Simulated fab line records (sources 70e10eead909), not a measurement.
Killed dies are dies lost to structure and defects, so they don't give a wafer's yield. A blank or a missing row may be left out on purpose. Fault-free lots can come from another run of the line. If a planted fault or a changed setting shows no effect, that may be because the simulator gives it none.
Matching of chambers || flow nand_harc || 4 sister chambers for NHARC_A_STAIRCASE_TRIM_20 on rie_diel-12
The step chemistry O2, time 211.2 s. 8 wafers are shown with their chamber, then 9 later ones without.

== WAFERS, EACH WITH ITS CHAMBER ==
{"wafer": "L074.6", "chamber": 3, "drypump_motor_current_A (A)": 5.1, "showerhead_plenum_p_Torr (Torr)": 3.56}
{"wafer": "L082.5", "chamber": 1, "drypump_motor_current_A (A)": 5.5, "showerhead_plenum_p_Torr (Torr)": 3.36}
{"wafer": "L086.2", "chamber": 0, "drypump_motor_current_A (A)": 5.6, "showerhead_plenum_p_Torr (Torr)": 3.56}
{"wafer": "L086.6", "chamber": 1, "drypump_motor_current_A (A)": 5.6, "showerhead_plenum_p_Torr (Torr)": 3.35}
{"wafer": "L088.2", "chamber": 3, "drypump_motor_current_A (A)": 5.1, "showerhead_plenum_p_Torr (Torr)": 3.54}
{"wafer": "L088.4", "chamber": 2, "drypump_motor_current_A (A)": 6.0, "showerhead_plenum_p_Torr (Torr)": 3.76}
{"wafer": "L087.1", "chamber": 2, "drypump_motor_current_A (A)": 6.0, "showerhead_plenum_p_Torr (Torr)": 3.76}
{"wafer": "L087.3", "chamber": 0, "drypump_motor_current_A (A)": 5.6, "showerhead_plenum_p_Torr (Torr)": 3.55}

== WAFERS MISSING THEIR CHAMBER ==
{"wafer": "L087.4", "drypump_motor_current_A (A)": 5.1, "showerhead_plenum_p_Torr (Torr)": 3.54}
{"wafer": "L089.2", "drypump_motor_current_A (A)": 5.1, "showerhead_plenum_p_Torr (Torr)": 3.53}
{"wafer": "L089.3", "drypump_motor_current_A (A)": 5.5, "showerhead_plenum_p_Torr (Torr)": 3.34}
{"wafer": "L089.6", "drypump_motor_current_A (A)": 5.1, "showerhead_plenum_p_Torr (Torr)": 3.53}
{"wafer": "L095.2", "drypump_motor_current_A (A)": 5.5, "showerhead_plenum_p_Torr (Torr)": 3.33}
{"wafer": "L095.4", "drypump_motor_current_A (A)": 5.1, "showerhead_plenum_p_Torr (Torr)": 3.52}
{"wafer": "L095.5", "drypump_motor_current_A (A)": 5.5, "showerhead_plenum_p_Torr (Torr)": 3.33}
{"wafer": "L096.4", "drypump_motor_current_A (A)": 5.6, "showerhead_plenum_p_Torr (Torr)": 3.33}
{"wafer": "L096.5", "drypump_motor_current_A (A)": 5.6, "showerhead_plenum_p_Torr (Torr)": 3.54}

== WHICH CHAMBER EACH WENT THROUGH ==
{"wafer": "L087.4", "from the rows above": 3, "in truth": 3}
{"wafer": "L089.2", "from the rows above": 3, "in truth": 3}
{"wafer": "L089.3", "from the rows above": 1, "in truth": 1}
{"wafer": "L089.6", "from the rows above": 3, "in truth": 3}
{"wafer": "L095.2", "from the rows above": 1, "in truth": 1}
{"wafer": "L095.4", "from the rows above": 3, "in truth": 3}
{"wafer": "L095.5", "from the rows above": 1, "in truth": 1}
{"wafer": "L096.4", "from the rows above": 1, "in truth": 1}
{"wafer": "L096.5", "from the rows above": 0, "in truth": 0}
9 of 9 placed correctly. Number that these rows cannot place: 0. 0 placed wrongly.
How it was worked out, from the rows above alone: a wafer's distance from a chamber is the root of the sum, over the readings, of the square of ((its reading less the chamber's mean) divided by the reading's scatter). If the next closest chamber is less than 2 further off than the closest, the wafer can't be placed; otherwise it belongs to the closest. The mean given for a chamber averages the wafers shown for that chamber. The scatter is the square root of a quotient: the sum, over the shown wafers, of each reading's squared deviation from its chamber's mean, divided by wafers minus chambers.
